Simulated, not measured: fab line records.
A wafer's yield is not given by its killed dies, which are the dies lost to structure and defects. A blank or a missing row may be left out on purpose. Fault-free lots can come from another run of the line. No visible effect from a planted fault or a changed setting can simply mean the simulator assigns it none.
What tool caused it?	flow nandHarc	13 lots, 37 wafers sampled, at 4 steps of a route of 1159

== WHAT EACH GAUGE READ, for each wafer ==
NHARC_A_WL_FILL_INSPECT_15. Usual: rawDefectCount 410, standard deviation 130.
lot	measured	on	rawDefectCount	flag
L759	day 16 01:07	defectInspect-02	323 349 500	
L760	day 16 19:18	defectInspect-01	473 398 328	
L762	day 16 17:51	defectInspect-02	300 292 240	
L761	day 17 12:36	defectInspect-01	369 294 523	
L763	day 17 08:48	defectInspect-01	518 875 414	
L765	day 17 17:28	defectInspect-01	448 486	
L766	day 17 21:24	defectInspect-01	385 502	
L777	day 20 08:23	defectInspect-01	359 426 404	
L776	day 20 07:20	defectInspect-01	355 538 691	
L782	day 21 08:31	defectInspect-01	263 263 273	
L779	day 21 12:49	defectInspect-01	419 519 462	
L780	day 21 13:16	defectInspect-02	369 394 285	
L781	day 21 18:22	defectInspect-02	409 676 489	

== TOOL THAT RAN EACH LOT (tool first, then ch and the chambers of the sampled wafers, then the start) ==
lot	NHARC_A_SLIT_ETCH_24	NHARC_A_WL_FILL_ETCHBACK_26	NHARC_A_WL_FILL_CMP_12
L759	rieDiel-03 ch 0,2, day 14 07:06	rieSi-04 ch 0,3, day 15 13:45	cmp-03 ch 0,2,3, day 16 00:40
L760	rieDiel-05 ch 2,3, day 15 01:38	rieSi-01 ch 0,1,3, day 16 11:57	cmp-02 ch 0,3, day 16 18:51
L762	rieDiel-01 ch 0,1, day 15 01:50	rieSi-06 ch 0,1, day 16 11:53	cmp-03 ch 0,1, day 16 17:23
L761	rieDiel-03 ch 1,3, day 15 05:32	rieSi-04 ch 0,3, day 17 00:53	cmp-04 ch 2,3, day 17 12:08
L763	rieDiel-03 ch 0,1,3, day 15 12:31	rieSi-01 ch 0,1,3, day 17 00:55	cmp-03 ch 0,1, day 17 08:20
L765	rieDiel-01 ch 1,3, day 15 12:54	rieSi-01 ch 0, day 17 04:13	cmp-03 ch 0,1, day 17 17:01
L766	rieDiel-03 ch 0,3, day 15 20:39	rieSi-06 ch 2, day 17 06:36	cmp-03 ch 1,2, day 17 20:58
L777	rieDiel-05 ch 1,3, day 18 13:58	rieSi-01 ch 2,3, day 20 01:00	cmp-04 ch 1,2,3, day 20 07:58
L776	rieDiel-03 ch 1,3, day 18 14:25	rieSi-06 ch 1,3, day 20 01:01	cmp-02 ch 0,2,3, day 20 06:55
L782	rieDiel-05 ch 0,1,2, day 19 08:52	rieSi-06 ch 0,1,2, day 20 23:00	cmp-02 ch 0,2, day 21 08:03
L779	rieDiel-03 ch 0,1,2, day 19 09:19	rieSi-04 ch 1,2,3, day 21 02:02	cmp-02 ch 1,2, day 21 12:20
L780	rieDiel-01 ch 2,3, day 19 10:47	rieSi-06 ch 0,1,2, day 21 02:01	cmp-04 ch 0,1, day 21 12:47
L781	rieDiel-03 ch 1,2,3, day 19 23:38	rieSi-06 ch 0,1,2, day 21 09:47	cmp-02 ch 1,2,3, day 21 17:54
- NHARC_A_SLIT_ETCH_24: etches the open film in CF4/CHF3, target depth 121 nm, time 60.5 s.
- NHARC_A_WL_FILL_ETCHBACK_26: etches the open film in HBr, target depth 52 nm, time 13.3 s.
- NHARC_A_WL_FILL_CMP_12: polishes, t overpolish 30 s, target thk 75 nm.

== AS READ BY THE TOOLS THEMSELVES (means over the sampled wafers that have a number; for cases with no such wafer, the mark the record gives instead) ==
NHARC_A_SLIT_ETCH_24. Usual: chamberPressureMTorr 25.001 mTorr (standard deviation 0.02); chf3FlowSccm 30.01 sccm (standard deviation 0.091); drypumpMotorCurrentA 5.8 A (standard deviation 0.54); oesProductAu 0.960 a.u. (standard deviation 0.018); rfVppV 369.6 V (standard deviation 2.3); showerheadPlenumPTorr 1.55 Torr (standard deviation 0.063); throttleValvePct 16.803 % (standard deviation 0.0082).
lot	tool	chamberPressureMTorr (mTorr)	chf3FlowSccm (sccm)	drypumpMotorCurrentA (A)	oesProductAu (a.u.)	rfVppV (V)	showerheadPlenumPTorr (Torr)	throttleValvePct (%)	flag
L759	rieDiel-03	25.000	30.03	6.0	0.958	367.2	1.49	16.798	
L760	rieDiel-05	25.009	29.98	6.3	0.971	371.1	1.60	16.800	
L762	rieDiel-01	25.022	29.97	6.0	0.973	371.3	1.60	16.808	
L761	rieDiel-03	24.999	30.08	5.5	0.965	368.8	1.51	16.799	
L763	rieDiel-03	24.997	30.00	5.7	0.939	369.0	1.52	16.803	
L765	rieDiel-01	25.022	29.96	6.1	0.925	368.0	1.52	16.797	
L766	rieDiel-03	25.011	30.08	5.8	0.967	368.5	1.53	16.803	
L777	rieDiel-05	25.018	29.98	5.8	0.962	368.7	1.55	16.802	
L776	rieDiel-03	24.997	29.97	5.7	0.976	367.8	1.52	16.808	
L782	rieDiel-05	24.991	29.98	5.5	0.966	368.9	1.54	16.800	
L779	rieDiel-03	25.008	29.95	5.8	0.973	368.1	1.49	16.793	
L780	rieDiel-01	24.996	29.90	6.2	0.975	369.1	1.54	16.814	
L781	rieDiel-03	25.023	30.04	5.8	0.956	368.3	1.50	16.804	

NHARC_A_WL_FILL_ETCHBACK_26. Usual: chamberPressureMTorr 15.001 mTorr, standard deviation 0.013; drypumpMotorCurrentA 5.7 A, standard deviation 0.5; oesProductAu 0.996 a.u., standard deviation 0.0072; throttleValvePct 23.265 %, standard deviation 0.0085.
lot	tool	chamberPressureMTorr (mTorr)	drypumpMotorCurrentA (A)	oesProductAu (a.u.)	throttleValvePct (%)	flag
L759	rieSi-04	14.991	6.0	0.997	23.261	
L760	rieSi-01	14.994	5.4	1.005	23.267	
L762	rieSi-06	14.983	5.1	0.995	23.264	
L761	rieSi-04	14.994	6.1	0.996	23.271	
L763	rieSi-01	14.996	5.4	1.000	23.267	
L765	rieSi-01	15.003	5.2	0.998	23.259	
L766	rieSi-06	14.998	6.4	0.998	23.261	
L777	rieSi-01	14.987	5.6	1.003	23.276	
L776	rieSi-06	14.995	5.5	0.989	23.263	
L782	rieSi-06	14.996	5.5	1.001	23.261	
L779	rieSi-04	15.008	5.9	1.001	23.262	
L780	rieSi-06	14.989	5.5	0.999	23.261	
L781	rieSi-06	15.001	5.6	1.001	23.264	

NHARC_A_WL_FILL_CMP_12. Usual: motorCurrentA 12.4 A, standard deviation 1.1; overpolishRunS 30.001 s, standard deviation 0.0088; timeToEndpointS 16.1 s, standard deviation 1.9.
lot	tool	motorCurrentA (A)	overpolishRunS (s)	timeToEndpointS (s)	flag
L759	cmp-03	12.1	30.008	13.5	
L760	cmp-02	12.6	30.007	14.1	
L762	cmp-03	13.4	29.996	19.0	
L761	cmp-04	12.6	30.007	15.1	
L763	cmp-03	13.4	30.003	16.2	
L765	cmp-03	13.4	30.002	7.4	OFF
L766	cmp-03	11.9	29.993	8.4	OFF
L777	cmp-04	13.0	30.003	14.5	
L776	cmp-02	12.6	29.999	18.7	
L782	cmp-02	11.8	30.001	17.8	
L779	cmp-02	12.0	30.001	16.1	
L780	cmp-04	13.7	29.997	18.1	
L781	cmp-02	12.8	30.000	16.3	

== THE ANSWER, worked out from the rows above alone ==
Rule: take the mean of a lot's wafers that have a number; if it is more than 3 standard deviations from the usual mean, the lot is off. A lot without any number at a reading at which 4 lots or more have one is off too. Any other lot the step has rows for is counted as sound. First the gauges in route order, then the tools' own readings, where a lot's mean is used as printed above. The first step at which some lot is off is used, and at that step the reading that is off furthest; a lot without a number counts as furthest.
Off: L765, L766, at NHARC_A_WL_FILL_CMP_12 (timeToEndpointS).
If a tool, at that step or one of the process steps before it, ran each lot that is off and ran no sound lot following the first of them, it fits. One fits: NHARC_A_WL_FILL_CMP_12 on cmp-03. A fault onset in the window from L763 (day 17 08:20, its last sound lot) to L765 (day 17 17:01, its first lot off) fits.

== WHAT WAS PUT IN BY THE SIMULATOR ==
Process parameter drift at NHARC_A_WL_FILL_CMP_12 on cmp-03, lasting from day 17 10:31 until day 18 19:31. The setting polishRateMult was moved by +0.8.
Shown lots that were struck: L765, L766. The rule above reached the same finding.
